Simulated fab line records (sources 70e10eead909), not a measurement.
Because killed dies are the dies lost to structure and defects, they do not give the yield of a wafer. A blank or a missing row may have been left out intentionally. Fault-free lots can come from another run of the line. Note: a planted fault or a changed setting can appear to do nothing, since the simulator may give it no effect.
Struck lot and sound lot, side by side || flow nand_harc || 26 out of 1302 route steps
Sound: these wafers, L892.2, L892.4, L892.6. Struck: wafer L904.5. (L904.4, L904.6 of the same lot were not struck and are left out.) The cause comes at the end.
Each step with rows lists, per side, the tool, then ch with its chambers, then its first start. Under that, the readings that differ: sound wafers || struck wafers || difference of the means || sigmas: that difference in standard deviations of wafers without a fault.
alike: words and numbers the same on both sides, and readings whose means are apart by under 2 such deviations; not compared: readings that were withheld, readings missing a value for some wafer, numbers with overlapping values and no deviation given by the record, and bounds like >300 which may hide the same value.
A row with sigmas, a row that says differs or no value, or rows on one side alone: a step with any of these is where the two part. Numbers that don't overlap but have no deviation are shown without sigmas and don't part them. A reading that every wafer of one side lacks parts them only if that side has two wafers or more.

NHARC_P_M1_PRE_CLEAN_30: time 30 s.
  sound on pvd_sputter-01; struck on pvd_sputter-02
  alike: heater_power_w
NHARC_P_M1_PVD_20: deposits TaN, target thk 5 nm, time 8.06 s.
  sound on pvd_sputter-01; struck on pvd_sputter-02
  alike: throttle_valve_pct
NHARC_P_M1_PVD_21: deposits Cu, target thk 30 nm, time 20.49 s.
  sound on pvd_sputter-01; struck on pvd_sputter-02
  alike: throttle_valve_pct
then, 1 step without rows for these wafers: NHARC_P_M1_ECD_22 (material Cu, target thk 400 nm).
NHARC_P_M1_ANNEAL_31: time 90 s.
  sound on rtp_anneal-01 ch 0, day 7 08:07; struck on rtp_anneal-02 ch 0, day 12 10:44
  alike: wafer_temp_C_max
then, 1 step without rows for these wafers: NHARC_P_M1_CMP_23 (polishes, t overpolish 20 s, target thk 157.82 nm).
NHARC_P_M1_THK_MEAS_24: measures by xrf.
  struck on film_metro-01, day 12 11:14; sound on film_metro-02, day 7 08:44
  alike: thk_nm
next, for these wafers, 1 step has no rows: NHARC_P_M1_SRD_25.
NHARC_P_M1_INSPECT_27:
  struck on defect_inspect-01, day 12 11:23; sound on defect_inspect-01, day 7 08:53
  alike: raw_defect_count
then, 1 step without rows for these wafers: NHARC_P_M1_PRE_CLEAN_32 (time 12 s).
NHARC_P_M1_DEP_33: deposits SiCN, target thk 30 nm.
  sound on pecvd-04 ch 1,2, day 7 09:04; struck on pecvd-01 ch 1, day 12 11:40
  alike: chamber_pressure_Torr, heater_power_w
NHARC_P_M2_DEP_00: deposits SiOC, target thk 182.5 nm.
  sound on pecvd-02 ch 0,1, day 7 09:29; struck on pecvd-02 ch 1, day 12 12:05
  alike: chamber_pressure_Torr
then, 9 steps without rows for these wafers: NHARC_P_M2_DEHYDRATE_01 (time 120 s); NHARC_P_M2_HMDS_02 (time 30 s); NHARC_P_M2_COAT_34 (time 65 s); NHARC_P_M2_COAT_03 (resist thk 90 nm); NHARC_P_M2_SOFTBAKE_04 (time 55 s); NHARC_P_M2_EBR_05; NHARC_P_M2_EXPOSE_06 (exposes mask P M2, target cd 170 nm); NHARC_P_M2_PEB_07 (peb time 65 s); NHARC_P_M2_DEVELOP_08 (develop time 35 s).
NHARC_P_M2_CD_MEAS_09: the cd target is 170 nm.
  sound on cd_sem-03 ch 0, day 7 10:16; struck on cd_sem-03 ch 0, day 12 12:47
  alike: cd_nm
NHARC_P_M2_OVL_MEAS_10: pitch 340 nm.
  struck on overlay-01, day 12 12:52; sound on overlay-02, day 7 10:22
  alike: overlay_x_nm, overlay_y_nm
NHARC_P_M2_INSPECT_11:
  struck on defect_inspect-02, day 12 12:54; sound on defect_inspect-01, day 7 10:24
{"reading": "raw_defect_count", "sound": "2 3 2", "struck": 690, "difference": "+688", "sigmas": "+99 or more"}
then, 1 step without rows for these wafers: NHARC_P_M2_DESCUM_14 (chemistry O2, time 3 s).
-- the record jumps here: 18 days lie between the struck wafers' starts before and after (it left off in module P_M2 and takes up again in module END, whose first step shown is number 1302 of the route) --
NHARC_END_SORT_01:
  sound on prober-02 ch 0, day 26 22:39; struck on prober-01 ch 0, day 30 07:26
{"reading": "defect_limited_yield (%)", "sound": "93.8 94.1 93.6", "struck": 76.8, "difference": -17.0, "sigmas": -6}
{"reading": "killed_at_periphery", "sound": "0 2 1", "struck": 101, "difference": "+100", "sigmas": "+40"}
{"reading": "killed_dies", "sound": "42 40 43", "struck": 157, "difference": "+115", "sigmas": "+6"}
{"reading": "sort_bin_2_pct (%)", "sound": "3.2 2.5 1.9", "struck": 9.2, "difference": "+6.7", "sigmas": "+6"}
{"reading": "sort_bin_3_pct (%)", "sound": "0.4 0.3 0.3", "struck": 4.7, "difference": "+4.4", "sigmas": "+12"}
{"reading": "sort_bin_4_pct (%)", "sound": "2.5 3.1 4.1", "struck": 9.3, "difference": "+6.1", "sigmas": "+4"}
{"reading": "sort_n_pass", "sound": "635 637 634", "struck": 520, "difference": -115, "sigmas": -6}
{"reading": "sort_yield_pct (%)", "sound": "93.8 94.1 93.6", "struck": 76.8, "difference": -17.0, "sigmas": -6}
  alike: killed_at_array, killed_at_other, killed_open, killed_short, sort_rim_yield_pct

WHERE THEY PART
Last at NHARC_END_SORT_01 as far as this record goes, first at NHARC_P_M2_INSPECT_11.

WHY: what the simulator had put in
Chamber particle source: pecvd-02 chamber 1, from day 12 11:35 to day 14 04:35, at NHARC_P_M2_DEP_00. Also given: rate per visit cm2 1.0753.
